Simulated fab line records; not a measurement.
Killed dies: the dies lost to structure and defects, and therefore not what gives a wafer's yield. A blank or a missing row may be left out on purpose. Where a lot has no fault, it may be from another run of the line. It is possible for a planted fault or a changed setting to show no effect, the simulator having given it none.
A struck lot beside a sound one    flow n5-finfet    14 out of 1938 route steps
Sound: the wafers L111.2, L111.4, L111.6. Struck: wafer L117.2 (left out: L117.3, L117.5 of the same lot, which were not struck); the cause appears at the end.
At each step with rows: each side's tool, then ch and its chambers, then its first start. Under that, the readings that differ: sound wafers    struck wafers    difference of the means    sigmas: that difference in standard deviations of wafers without a fault.
alike: readings with means less than 2 such deviations apart, plus words and numbers identical on both sides. not compared: withheld readings, readings lacking a value on some wafer, bounds such as >300 that could conceal the same value, and numbers that have no deviation in the record and whose values overlap.
The two part at a step that has a row with sigmas, a row that says differs or no value, or rows on one side only. Non-overlapping numbers with no deviation appear without sigmas and do not part them. Lack of a reading on every wafer of one side parts them only where that side has two or more wafers.

first, 1 step without rows for these wafers: N5_MOL_CONTACT_COAG_SPUTTER_143 (material Co, target thk 2.5 nm).
N5_MOL_CONTACT_COAG_CO_FILL_22: material Co, precursor CCTBA/H2, target thk 20 nm.
  sound on cvd-co-02 ch 0,2, day 5 09:23; struck on cvd-co-02 ch 1, day 6 18:24
  alike: heater-power-w
N5_MOL_CONTACT_COAG_ANNEAL_113: time 300 s.
  sound on rtp-anneal-01 ch 0, day 5 10:10; struck on rtp-anneal-01 ch 0, day 6 19:14
reading           sound              struck  difference  sigmas
wafer_temp_C_max  402.1 402.0 402.7  401.4   -0.9        -2
  alike: lamp-power-pct
N5_MOL_CONTACT_COAG_PRE_CLEAN_142: time 60 s.
  sound on pvd-sputter-02, day 5 11:07; struck on pvd-sputter-01, day 6 20:51
  alike: heater-power-w
N5_MOL_CONTACT_COAG_SPUTTER_130: material Co, target thk 47.5 nm.
  sound on pvd-sputter-02, day 5 11:11; struck on pvd-sputter-01, day 6 20:55
  alike: throttle-valve-pct
then, 2 steps without rows for these wafers: N5_MOL_CONTACT_COAG_PRECLEAN_125 (cleans in DIW, time 57.5 s); N5_MOL_CONTACT_COAG_SRD_126 (dry time 32 s).
N5_MOL_CONTACT_COAG_CMP_23: polishes, stops on SiO2, t overpolish 1.5 s, target thk 0 nm.
  sound on cmp-03 ch 0,1,3, day 5 11:22; struck on cmp-04 ch 0, day 6 21:10
reading                     sound              struck  difference  sigmas
slurry-filter-dp-kPa (kPa)  13.48 13.50 13.36  13.74   +0.29       +2
  alike: motor-current-A, overpolish-run-s, time-to-endpoint-s
then, 2 steps without rows for these wafers: N5_MOL_CONTACT_COAG_WET_ETCH_26 (target Co, target depth 13 nm); N5_MOL_CONTACT_COAG_WET_ETCH_116 (etches the open film in SC1-inhibited, target depth 4.6 nm, rinse time 30 s).
N5_MOL_CONTACT_COAG_ALD_27: deposits SiOC, target thk 17 nm, pulse time 1.5 s, time 2720 s.
  sound on ald-sin-03 ch 0,3, day 5 12:11; struck on ald-sin-01 ch 0, day 6 21:55
reading                                            sound                 struck  difference  sigmas
run-length-s (s)                                   2769.6 2770.5 2771.2  2386.6  -383.8      -99 or more
time-s (s)                                         2720 2720 2720        2335.4  -384.6      
model.SiOC_of_MOL_CONTACT_COAG_ALD_27.thk-nm (nm)  17.2 17 17            14.6    -2.5        
  alike: heater-power-w, precursor-pulse-height-rel
then, 1 step without rows for these wafers: N5_MOL_CONTACT_COAG_CMP_28 (polishes, stops on SiNx, t overpolish 0.85 s, target thk 14.522 nm).
-- the record jumps here: 3 days lie between the struck wafers' starts before and after (it left off in module MOL_CONTACT_COAG and takes up again in module BEOL_M4, whose first step shown is number 1111 of the route) --
N5_BEOL_M4_RC_MEAS_101:
  sound on prober-01 ch 0, day 8 13:38; struck on prober-02 ch 0, day 9 20:08
  alike: DIBL_N, DIBL_P, IOFF_N, IOFF_P, ION_N, ION_P, SS_N, SS_P, VT_N, VT_P
-- here the record skips 4 days between the struck wafers' starts before and after, leaving off in module BEOL_M4 and picking up in module PASSIVATION (first step shown: number 1936 of the route) --
N5_PASSIVATION_PROBE_49:
  sound on prober-01, day 12 23:05; struck on prober-02, day 13 19:57
reading                   sound           struck  difference  sigmas
defect-limited-yield (%)  85.3 91.3 89.2  92.4    +3.8        +3
killed-at-front-end       72 39 42        24      -27         -2
killed-dies               174 103 128     90      -45         -3
killed-short              66 38 42        20      -29         -4
sort_bin_6_memory (%)     5.8 3.3 3.7     2.4     -1.9        -3
sort-n-pass               1006 1077 1052  1090    +45         +3
sort-yield-pct (%)        85.3 91.3 89.2  92.4    +3.8        +3
  alike: killed_at_M0_to_M3, killed_at_M4_up, killed-at-contacts, killed-at-other, killed-open, sort_bin_4_leakage, sort_bin_5_function

## WHERE THEY PART
At N5_MOL_CONTACT_COAG_ANNEAL_113 first; at N5_PASSIVATION_PROBE_49 last (within this record only).

WHY: whatever the simulator had introduced
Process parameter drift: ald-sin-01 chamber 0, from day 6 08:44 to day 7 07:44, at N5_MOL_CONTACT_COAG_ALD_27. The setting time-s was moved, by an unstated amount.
